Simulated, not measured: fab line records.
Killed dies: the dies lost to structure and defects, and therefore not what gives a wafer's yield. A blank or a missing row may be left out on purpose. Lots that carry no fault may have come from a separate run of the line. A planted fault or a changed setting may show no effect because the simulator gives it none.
fab line records ; flow n5-finfet
record: lots: 7; wafers: 20; last-day: 21
route steps=1938 shown BEOL_M0_SAQP@699 BEOL_M0_CUTY@701 BEOL_M4@1111
lots with no fault: from the same line, run without faults
start-h: start of the lot's first displayed wafer, in hours after the record's first day ; wait-h: how many hours have passed since the lot's step before this one ; " repeats the value in the row above ; L1.1+2: a single row standing in for several wafers ; - either no value or no given start ; * or withheld: withheld ; < > ~ a bound
route shown NAME@n: a module of which the file shows steps, and the number in the route of the first ; usual: average and standard deviation across the fault-free wafers ; same: alike in all rows ; chamber/n: place in a boat ; sites: each site's reading ; _std_site: standard deviation of those values ; _edge_site: outer sites' mean less inner sites' ; radius-mm: how far each site lies from the wafer's centre ; mask NAME#n: copy n ; behind: the last tool/chamber to shape the wafer ; hold: why the lot went on hold/how many hours it stayed there/how the hold came to an end ; device: which transistor (n, p or np) failed to switch ; end of line: the tests these same wafers got at the end of their route ; where a step has no rows: the recipe by itself ; killed: dies lost to structure and defects at the first sort, not the wafer's yield ; map: dies across one wafer; x = killed, . = not, _ = none there
set.NAME: the run value of the setting; set.NAME@STEP: its run value at that earlier step ; model.NAME: the simulator's own value behind a step, which no gauge read
lots seen at some steps along the route; tables by step, rows by wafer
services: a tool's chamber out of use, with start hour (start-h, from the record's first day; less than 0 if before it), hours out, and reason
== steps ==
step: N5_BEOL_M0_SAQP_ETCH_49
recipe: chemistry: CF4/O2; target-depth-a: 370; target: SiO2; pressure-mtorr: 40; source-w: 535; bias-w: 49; Ar_flow_sccm: 100; cf4-flow-sccm: 100; O2_flow_sccm: 10; ion-energy-ev: 100
usual: drypump-motor-current-A: 5.6/0.45; oes-product-au: 0.77/0.068; rf-vpp-V: 245/7; showerhead-plenum-p-Torr: 2.22/0.081; throttle-valve-pct: 15.88/0.19
lot.wafer;tool;chamber;start-h;wait-h;drypump-motor-current-A;oes-product-au;rf-hours-counter-h;rf-vpp-V;showerhead-plenum-p-Torr;throttle-valve-pct
L725.1;rie-diel-05;0;157.05;0.3;5.0;0.73;159;251;2.12;15.97
L725.2;rie-diel-05;2;157.05;0.3;6.1;0.80;111;238;2.32;15.76
L725.3;rie-diel-05;1;157.05;0.3;5.6;0.73;188;234;2.28;16.01
L729.1;rie-diel-06;0;166.47;0.3;5.8;0.79;120;247;2.21;16.00
L729.4;rie-diel-06;2;166.47;0.3;5.6;0.73;-;238;2.20;15.89
L729.5;rie-diel-06;1;166.47;0.3;5.5;0.83;-;244;2.31;15.49
L732.1;rie-diel-02;2;187.61;0.4;5.0;0.72;213;238;2.27;15.91
L732.5;rie-diel-02;2;187.61;0.4;5.0;0.72;-;239;2.27;15.89
L732.6;rie-diel-02;1;187.61;0.4;6.4;0.82;-;251;2.32;15.73
L736.1;rie-diel-06;1;211.19;0.3;5.6;0.81;91;243;2.30;15.52
L736.2;rie-diel-06;3;211.19;0.3;6.0;0.96;11;246;2.25;15.65
L738.1;rie-diel-05;0;219.93;0.3;5.0;0.71;188;251;2.11;16.01
L738.4;rie-diel-05;2;219.93;0.3;6.1;0.76;-;238;2.31;15.80
L738.6;rie-diel-05;1;219.93;0.3;5.6;0.71;-;236;2.27;16.09
L741.3;rie-diel-02;3;241.40;0.3;5.7;0.82;93;260;2.14;16.08
L741.4;rie-diel-02;3;241.40;0.3;5.7;0.82;-;261;2.14;16.09
L741.5;rie-diel-02;1;241.40;0.3;6.4;0.80;-;252;2.32;15.77
L743.1;rie-diel-06;3;249.62;0.3;6.0;0.93;22;247;2.24;15.69
L743.2;rie-diel-06;1;249.62;0.3;5.5;0.80;102;244;2.30;15.56
L743.3;rie-diel-06;0;249.62;0.3;5.8;0.76;146;248;2.20;16.06
step: N5_BEOL_M0_SAQP_STRIP_75
recipe: chemistry: CF4; resist: SiARC; power-w: 300; bias-power-w: 75; pressure-mtorr: 50; cf4-flow-sccm: 150; rf-frequency-hz: 6e+07
usual: drypump-motor-current-A: 5.6/0.45; oes-product-au: 0.179/0.015; rf-vpp-V: 271.4/1.7; showerhead-plenum-p-Torr: 1.81/0.064; throttle-valve-pct: 13.63/0.2
lot.wafer;tool;chamber;start-h;wait-h;drypump-motor-current-A;oes-product-au;rf-hours-counter-h;rf-vpp-V;showerhead-plenum-p-Torr;throttle-valve-pct
L725.1;rie-diel-05;0;157.15;0.1;5.0;0.167;159;269.1;1.74;13.73
L725.2;rie-diel-05;2;157.15;0.1;6.1;0.186;112;273.3;1.89;13.44
L725.3;rie-diel-05;1;157.15;0.1;5.5;0.170;188;272.2;1.85;13.75
L729.1;rie-diel-06;0;166.57;0.1;5.8;0.177;120;272.3;1.80;13.71
L729.4;rie-diel-06;2;166.57;0.1;5.6;0.170;-;270.1;1.79;13.63
L729.5;rie-diel-06;1;166.57;0.1;5.5;0.186;-;273.5;1.89;13.27
L732.1;rie-diel-02;2;187.71;0.1;5.0;0.168;213;271.9;1.85;13.70
L732.5;rie-diel-02;2;187.71;0.1;5.0;0.168;-;272.2;1.85;13.70
L732.6;rie-diel-02;1;187.71;0.1;6.4;0.191;-;273.4;1.89;13.48
L736.1;rie-diel-06;1;211.29;0.1;5.5;0.186;91;272.6;1.88;13.31
L736.2;rie-diel-06;3;211.29;0.1;6.1;0.220;11;273.7;1.82;13.30
L738.1;rie-diel-05;0;220.03;0.1;5.0;0.167;188;270.5;1.73;13.80
L738.4;rie-diel-05;2;220.03;0.1;6.1;0.182;-;272.4;1.88;13.53
L738.6;rie-diel-05;1;220.03;0.1;5.6;0.174;-;271.7;1.84;13.81
L741.3;rie-diel-02;3;241.50;0.1;5.7;0.192;93;271.2;1.75;13.85
L741.4;rie-diel-02;3;241.50;0.1;5.7;0.191;-;270.8;1.75;13.85
L741.5;rie-diel-02;1;241.50;0.1;6.4;0.180;-;272.8;1.89;13.50
L743.1;rie-diel-06;3;249.72;0.1;6.0;0.223;22;271.6;1.81;13.35
L743.2;rie-diel-06;1;249.72;0.1;5.6;0.187;102;271.7;1.88;13.34
L743.3;rie-diel-06;0;249.72;0.1;5.8;0.181;146;271.1;1.79;13.79
step: N5_BEOL_M0_CUTY_COAT_50
recipe: resist: SiARC; temp-c: 220; time-s: 60; spin-rpm: 1500; resist-thk-nm: 15
step: N5_BEOL_M0_CUTY_COAT_51
recipe: resist: CAR-ArF-block; spin-rpm: 1500; resist-thk-nm: 150
step: N5_BEOL_M0_CUTY_EBR_52
recipe: solvent: PGMEA; ebr-width-mm: 1.5
step: N5_BEOL_M0_CUTY_SOFTBAKE_53
recipe: temp-c: 110; time-s: 60; resist: CAR-ArF-block
step: N5_BEOL_M0_CUTY_EXPOSE_54
recipe: mask-id: M0_ABLK; na: 1.35; source-shape: conventional; sigma-outer: 0.8; polarization: unpolarized; dose-mj: 36
step: N5_BEOL_M0_CUTY_PEB_55
recipe: peb-temp-c: 110; peb-time-s: 60; resist: CAR-ArF-block
step: N5_BEOL_M0_CUTY_DEVELOP_56
recipe: develop-time-s: 30; developer: TMAH; resist: CAR-ArF-block; rinse-liquid: diw; dry: air-spin; dev-temp-c: 23
step: N5_BEOL_M0_CUTY_CD_MEAS_57
recipe: target-cd-nm: 200; landing-energy-ev: 500; detector: se-inlens; polarity: line
usual: cd-nm: 199.5/1.1
lot.wafer;tool;chamber;start-h;wait-h;cd-nm
L725.1;cd-sem-02;0;157.54;-;199.3
L725.2;cd-sem-02;0;157.54;-;198.5
L725.3;cd-sem-02;0;157.54;-;199.3
L729.1;cd-sem-03;0;166.97;-;198.7
L729.4;cd-sem-03;0;166.97;-;200.1
L729.5;cd-sem-03;0;166.97;-;197.2
L732.1;cd-sem-03;0;188.11;-;197.7
L732.5;cd-sem-03;0;188.11;-;198.7
L732.6;cd-sem-03;0;188.11;-;197.1
L736.1;cd-sem-03;0;211.68;-;199.1
L736.2;cd-sem-03;0;211.68;-;200.0
L738.1;cd-sem-01;0;220.31;-;199.8
L738.4;cd-sem-01;0;220.31;-;201.1
L738.6;cd-sem-01;0;220.31;-;200.1
L741.3;cd-sem-03;0;241.90;-;199.2
L741.4;cd-sem-03;0;241.90;-;199.0
L741.5;cd-sem-03;0;241.90;-;198.7
L743.1;cd-sem-01;0;250.11;-;199.8
L743.2;cd-sem-01;0;250.11;-;200.1
L743.3;cd-sem-01;0;250.11;-;199.8
step: N5_BEOL_M0_CUTY_OVL_MEAS_58
recipe: points-per-wafer: 44
usual: M0_ABLK_OVL: -0.1/0.63
lot.wafer;tool;chamber;start-h;wait-h;M0_ABLK_OVL[nm]
L725.1;overlay-02;0;157.57;0.0;-1.1
L725.2;overlay-02;0;157.57;0.0;0.1
L725.3;overlay-02;0;157.57;0.0;-0.9
L729.1;overlay-02;0;167.00;0.0;-0.3
L729.4;overlay-02;0;167.00;0.0;0.1
L729.5;overlay-02;0;167.00;0.0;0.4
L732.1;overlay-01;0;188.14;0.0;0.0
L732.5;overlay-01;0;188.14;0.0;-0.2
L732.6;overlay-01;0;188.14;0.0;1.0
L736.1;overlay-02;0;211.71;0.0;-0.3
L736.2;overlay-02;0;211.71;0.0;-0.3
L738.1;overlay-02;0;220.34;0.0;0.1
L738.4;overlay-02;0;220.34;0.0;-0.2
L738.6;overlay-02;0;220.34;0.0;-2.0
L741.3;overlay-01;0;241.93;0.0;0.9
L741.4;overlay-01;0;241.93;0.0;-0.3
L741.5;overlay-01;0;241.93;0.0;0.5
L743.1;overlay-01;0;250.14;0.0;-0.1
L743.2;overlay-01;0;250.14;0.0;0.3
L743.3;overlay-01;0;250.14;0.0;0.4
step: N5_BEOL_M0_CUTY_INSPECT_59
recipe: mode: adi; inspect-instrument: macro
usual: raw-defect-count: 2.2/1.4
lot.wafer;tool;chamber;start-h;wait-h;raw-defect-count
L725.1;defect-inspect-01;-;157.60;0.0;3
L725.2;defect-inspect-01;-;157.60;0.0;3
L725.3;defect-inspect-01;-;157.60;0.0;5
L729.1;defect-inspect-01;-;167.03;0.0;1
L729.4;defect-inspect-01;-;167.03;0.0;2
L729.5;defect-inspect-01;-;167.03;0.0;2
L732.1;defect-inspect-02;-;188.16;0.0;1
L732.5;defect-inspect-02;-;188.16;0.0;4
L732.6;defect-inspect-02;-;188.16;0.0;1
L736.1;defect-inspect-01;-;211.73;0.0;2
L736.2;defect-inspect-01;-;211.73;0.0;3
L738.1;defect-inspect-02;-;220.37;0.0;1
L738.4;defect-inspect-02;-;220.37;0.0;0
L738.6;defect-inspect-02;-;220.37;0.0;2
L741.3;defect-inspect-01;-;241.95;0.0;1
L741.4;defect-inspect-01;-;241.95;0.0;2
L741.5;defect-inspect-01;-;241.95;0.0;3
L743.1;defect-inspect-02;-;250.17;0.0;0
L743.2;defect-inspect-02;-;250.17;0.0;2
L743.3;defect-inspect-02;-;250.17;0.0;1
step: N5_BEOL_M0_CUTY_DESCUM_61
recipe: chemistry: O2; time-s: 7.9; source-power-w: 50; bias-power-w: 20; pressure-mtorr: 20; rf-frequency-hz: 2.712e+07; temp-c: 40; resist: CAR-ArF-block; o2-flow-sccm: 225
usual: drypump-motor-current-A: 5.66/0.22; oes-product-au: 0.80/0.085; rf-vpp-V: 243.2/1.3; showerhead-plenum-p-Torr: 2.09/0.07; throttle-valve-pct: 20.46/0.27
lot.wafer;tool;chamber;start-h;wait-h;drypump-motor-current-A;oes-product-au;rf-hours-counter-h;rf-vpp-V;showerhead-plenum-p-Torr;throttle-valve-pct;model.CAR-ArF-block_of_BEOL_M0_CUTY_COAT_51.thk-nm
L725.1;rie-diel-04;3;157.63;0.0;5.22;0.75;157;244.4;2.19;20.84;144.4
L725.2;rie-diel-04;0;157.63;0.0;5.83;0.97;4;243.8;2.07;20.58;144.2
L725.3;rie-diel-04;2;157.63;0.0;5.43;0.68;228;244.6;2.16;20.47;144.6
L729.1;rie-diel-04;3;167.06;0.0;5.25;0.75;161;244.3;2.18;20.86;143.4
L729.4;rie-diel-04;2;167.06;0.0;5.42;0.69;-;244.1;2.16;20.48;144.4
L729.5;rie-diel-04;0;167.06;0.0;5.86;0.96;-;241.0;2.07;20.58;143.4
L732.1;rie-diel-04;3;188.20;0.0;5.24;0.74;171;244.7;2.18;20.87;144.6
L732.5;rie-diel-04;1;188.20;0.0;5.87;0.95;-;242.9;2.06;20.21;143.4
L732.6;rie-diel-04;2;188.20;0.0;5.41;0.67;-;243.2;2.16;20.48;144.6
L736.1;rie-diel-04;1;211.85;0.1;5.94;0.92;14;242.9;2.06;20.22;144.6
L736.2;rie-diel-04;3;211.85;0.1;5.24;0.74;180;244.0;2.18;20.89;143.6
L738.1;rie-diel-04;0;220.40;0.0;5.85;0.91;30;242.3;2.06;20.62;143.8
L738.4;rie-diel-04;0;220.40;0.0;5.85;0.91;-;240.9;2.06;20.63;142.4
L738.6;rie-diel-04;1;220.40;0.0;5.92;0.93;-;244.0;2.06;20.23;144
L741.3;rie-diel-01;3;241.98;0.0;5.85;0.93;8;243.1;2.03;19.86;143.2
L741.4;rie-diel-01;2;241.98;0.0;5.65;0.72;184;242.2;2.08;20.81;144.2
L741.5;rie-diel-01;0;241.98;0.0;5.71;0.82;-;242.0;2.01;20.32;143.4
L743.1;rie-diel-03;3;250.35;0.2;5.65;0.77;152;242.5;1.97;20.13;143.2
L743.2;rie-diel-03;0;250.35;0.2;5.53;0.68;225;241.2;2.08;20.61;143
L743.3;rie-diel-03;2;250.35;0.2;5.97;0.72;194;244.3;2.15;20.46;143.4
step: N5_BEOL_M0_CUTY_ETCH_62
recipe: chemistry: CF4; target: SiARC; mask-material: CAR-ArF-block; time-s: 58.5; ion-energy-ev: 80; pressure-mtorr: 40; source-w: 545; bias-w: 36; Ar_flow_sccm: 100; cf4-flow-sccm: 100; ends: cleared
usual: drypump-motor-current-A: 5.66/0.22; etch-rf-on-time-s: 59.0/2; oes-product-au: 0.68/0.076; rf-vpp-V: 184.0/1.3; showerhead-plenum-p-Torr: 2.14/0.063; throttle-valve-pct: 15.65/0.19
lot.wafer;tool;chamber;start-h;wait-h;drypump-motor-current-A;etch-rf-on-time-s;oes-product-au;rf-hours-counter-h;rf-vpp-V;showerhead-plenum-p-Torr;throttle-valve-pct;model.CAR-ArF-block_of_BEOL_M0_CUTY_COAT_51.thk-nm
L725.1;rie-diel-04;3;157.67;0.0;5.23;60.0;0.63;157;187.2;2.21;15.91;119.2
L725.2;rie-diel-04;0;157.67;0.0;5.85;55.7;0.85;4;183.1;2.10;15.58;119.2
L725.3;rie-diel-04;2;157.67;0.0;5.38;59.8;0.59;228;185.4;2.20;15.72;119.4
L729.1;rie-diel-04;3;167.10;0.0;5.25;60.4;0.63;161;184.2;2.21;15.93;118.4
L729.4;rie-diel-04;2;167.10;0.0;5.39;59.5;0.59;-;184.4;2.20;15.73;119.2
L729.5;rie-diel-04;0;167.10;0.0;5.84;56.5;0.83;-;183.3;2.10;15.57;118.4
L732.1;rie-diel-04;3;188.23;0.0;5.23;61.8;0.61;171;184.2;2.20;15.93;119.6
L732.5;rie-diel-04;1;188.23;0.0;5.91;56.7;0.84;-;183.1;2.08;15.24;118.4
L732.6;rie-diel-04;2;188.23;0.0;5.39;60.6;0.58;-;183.3;2.20;15.77;119.4
L736.1;rie-diel-04;1;211.89;0.0;5.89;56.8;0.81;14;182.9;2.08;15.25;119.6
L736.2;rie-diel-04;3;211.89;0.0;5.23;60.4;0.62;180;185.7;2.20;15.95;118.4
L738.1;rie-diel-04;0;220.44;0.0;5.85;56.7;0.77;30;183.6;2.10;15.63;118.8
L738.4;rie-diel-04;0;220.44;0.0;5.87;56.8;0.78;-;182.4;2.10;15.61;117.4
L738.6;rie-diel-04;1;220.44;0.0;5.92;56.2;0.81;-;184.5;2.08;15.27;119
L741.3;rie-diel-01;3;242.02;0.0;5.84;60.4;0.80;8;182.2;2.12;15.24;118.2
L741.4;rie-diel-01;2;242.02;0.0;5.64;63.1;0.60;184;182.6;2.13;16.05;119
L741.5;rie-diel-01;0;242.02;0.0;5.76;57.4;0.69;-;182.1;2.08;15.62;118.4
L743.1;rie-diel-03;3;250.38;0.0;5.66;61.3;0.64;152;184.3;2.06;15.58;118.2
L743.2;rie-diel-03;0;250.38;0.0;5.52;56.7;0.60;225;184.2;2.11;15.71;117.8
L743.3;rie-diel-03;2;250.38;0.0;5.93;60.3;0.62;194;183.6;2.20;15.71;118.4
step: N5_BEOL_M0_CUTY_ETCH_63
recipe: chemistry: N2/H2; target: SOC; target-depth-a: 827; overetch-a: 165; mask-material: SiARC; temp-c: 40; ion-energy-ev: 200; time-s: 124; pressure-mtorr: 30; source-w: 840; bias-w: 150; n2-flow-sccm: 200; h2-flow-sccm: 200
usual: drypump-motor-current-A: 5.67/0.22; oes-product-au: 0.66/0.066; rf-vpp-V: 524.0/2.3; showerhead-plenum-p-Torr: 2.54/0.088; throttle-valve-pct: 17.87/0.24
same: time-s: 124
lot.wafer;tool;chamber;start-h;wait-h;drypump-motor-current-A;oes-product-au;rf-hours-counter-h;rf-vpp-V;showerhead-plenum-p-Torr;throttle-valve-pct
L725.1;rie-diel-04;3;157.71;0.0;5.25;0.62;157;525.9;2.65;18.22
L725.2;rie-diel-04;0;157.71;0.0;5.89;0.79;4;522.3;2.49;17.66
L725.3;rie-diel-04;2;157.71;0.0;5.40;0.57;228;525.8;2.64;18.05
L729.1;rie-diel-04;3;167.14;0.0;5.24;0.62;161;525.5;2.65;18.22
L729.4;rie-diel-04;2;167.14;0.0;5.43;0.57;-;524.9;2.63;18.06
L729.5;rie-diel-04;0;167.14;0.0;5.87;0.77;-;524.2;2.48;17.67
L732.1;rie-diel-04;3;188.28;0.0;5.25;0.60;171;527.1;2.64;18.23
L732.5;rie-diel-04;1;188.28;0.0;5.87;0.79;-;522.4;2.51;17.65
L732.6;rie-diel-04;2;188.28;0.0;5.42;0.57;-;525.7;2.63;18.06
L736.1;rie-diel-04;1;211.94;0.0;5.85;0.77;14;522.4;2.50;17.67
L736.2;rie-diel-04;3;211.94;0.0;5.24;0.60;180;526.0;2.64;18.25
L738.1;rie-diel-04;0;220.48;0.0;5.86;0.73;30;520.6;2.47;17.71
L738.4;rie-diel-04;0;220.48;0.0;5.86;0.74;-;522.3;2.47;17.73
L738.6;rie-diel-04;1;220.48;0.0;5.90;0.76;-;522.9;2.50;17.67
L741.3;rie-diel-01;3;242.07;0.0;5.86;0.76;8;522.6;2.50;17.47
L741.4;rie-diel-01;2;242.07;0.0;5.63;0.61;184;525.3;2.54;18.37
L741.5;rie-diel-01;0;242.07;0.0;5.75;0.66;-;521.0;2.46;17.78
L743.1;rie-diel-03;3;250.43;0.0;5.65;0.64;152;521.5;2.41;17.61
L743.2;rie-diel-03;0;250.43;0.0;5.53;0.56;225;523.0;2.49;17.79
L743.3;rie-diel-03;2;250.43;0.0;5.98;0.60;194;526.2;2.63;17.88
step: N5_BEOL_M4_RC_MEAS_101
usual: DIBL_N: 36.1/2.3; DIBL_P: 36/3.2; IOFF_N: 0.16/0.045; IOFF_P: 0.21/0.049; ION_N: 674/14; ION_P: 462/8.4; SS_N: 71.6/0.83; SS_P: 73.2/0.87; VT_N: 249/3.8; VT_P: -250/3.4
lot.wafer;tool;chamber;start-h;wait-h;DIBL_N[mV/V];DIBL_P[mV/V];IOFF_N[nA/um];IOFF_P[nA/um];ION_N[uA/um];ION_P[uA/um];SS_N[mV/dec];SS_P[mV/dec];VT_N[mV];VT_P[mV]
L725.1;prober-02;0;288.86;0.0;36.4;36;0.17;0.19;671;448;72.1;73.3;252;-253
L725.2;prober-02;0;288.86;0.0;38.2;38;0.19;0.24;677;459;72.6;73.5;250;-251
L725.3;prober-02;0;288.86;0.0;35.8;36;0.16;0.20;672;458;72.1;73.1;252;-251
L732.1;prober-02;0;297.13;0.0;32.9;32;0.10;0.15;648;454;70.0;72.0;254;-256
L732.5;prober-02;0;297.13;0.0;35.3;35;0.13;0.18;676;466;71.2;72.4;253;-250
L732.6;prober-02;0;297.13;0.0;38.4;37;0.19;0.23;682;469;71.9;73.2;249;-250
L729.1;prober-01;0;313.45;0.0;33.5;33;0.12;0.18;649;449;71.8;73.2;255;-251
L729.4;prober-01;0;313.45;0.0;31.5;31;0.10;0.15;663;462;69.8;72.0;255;-253
L729.5;prober-01;0;313.45;0.0;32.1;31;0.10;0.15;642;447;71.7;72.7;258;-252
L736.1;prober-01;0;329.43;0.0;38.8;39;0.21;0.25;685;463;72.1;74.5;247;-249
L736.2;prober-01;0;329.43;0.0;36.9;37;0.18;0.22;684;468;71.4;73.0;245;-251
L738.1;prober-02;0;355.51;0.0;32.8;31;0.12;0.17;675;467;70.1;72.3;249;-251
L738.4;prober-02;0;355.51;0.0;38.0;37;0.21;0.26;693;476;71.4;73.5;242;-247
L738.6;prober-02;0;355.51;0.0;34.9;34;0.16;0.22;682;478;70.3;73.2;245;-246
L741.3;prober-02;0;389.14;0.3;34.9;37;0.16;0.24;673;466;71.2;73.5;247;-246
L741.4;prober-02;0;389.14;0.3;33.5;35;0.15;0.21;674;465;71.0;72.2;247;-249
L741.5;prober-02;0;389.14;0.3;39.4;42;0.26;0.34;691;476;72.0;74.5;243;-242
L743.1;prober-01;0;393.78;0.0;34.9;36;0.14;0.20;675;466;71.4;73.1;251;-250
L743.2;prober-01;0;393.78;0.0;38.5;40;0.20;0.25;690;463;72.2;73.7;248;-248
L743.3;prober-01;0;393.78;0.0;39.8;41;0.23;0.28;678;463;73.0;74.4;249;-249
== services ==
tool;chamber;start-h;hours;kind
rie-diel-06;3;141.41;1.3;repair
rie-diel-04;1;146.94;-;clean
rie-diel-04;1;146.94;-;consumable-replace:focus-ring
rie-diel-04;1;146.94;28.4;scheduled-down
rie-diel-04;1;146.94;28.4;vent-cycle
rie-diel-06;3;156.83;2.9;repair
rie-diel-06;3;159.87;-;clean
rie-diel-06;3;159.87;-;consumable-replace:focus-ring
rie-diel-06;3;159.87;22.0;scheduled-down
rie-diel-06;3;159.87;22.0;vent-cycle
rie-diel-02;-;169.40;14.6;pm
rie-diel-05;3;183.44;8.8;repair
rie-diel-02;-;192.18;1.3;repair
rie-diel-03;0;206.78;4.0;repair
rie-diel-04;2;209.91;-;clean
rie-diel-04;2;209.91;-;consumable-replace:focus-ring
rie-diel-04;2;209.91;14.3;scheduled-down
rie-diel-04;2;209.91;14.3;vent-cycle
rie-diel-02;2;210.62;5.7;repair
rie-diel-06;0;211.17;17.1;repair
rie-diel-05;3;216.50;6.9;repair
rie-diel-03;2;238.86;1.8;repair
rie-diel-02;0;239.75;-;clean
rie-diel-06;-;246.41;0.3;repair
== key ==
first-sign none at tools or gauges
model-effect: step: N5_BEOL_M0_CUTY_DESCUM_61; value: CAR-ArF-block_of_BEOL_M0_CUTY_COAT_51.thk-nm; without: 143.3; struck: 144.3
model-effect: step: N5_BEOL_M0_CUTY_ETCH_62; value: CAR-ArF-block_of_BEOL_M0_CUTY_COAT_51.thk-nm; without: 118.2; struck: 119.3
met-at N5_BEOL_M0_CUTY_DESCUM_61
struck-wafers L732.1,L732.6,L736.1,L738.1,L738.6
onset-between 167.06 188.20
fault: kind: process-parameter-drift; tool: rie-diel-04; chamber: -; onset-h: 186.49; steps: N5_BEOL_M0_CUTY_DESCUM_61; channel: time-s; offset: *; shape: step; end-h: 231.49; scope: struck-wafers-only; acts-in: *; stated: *
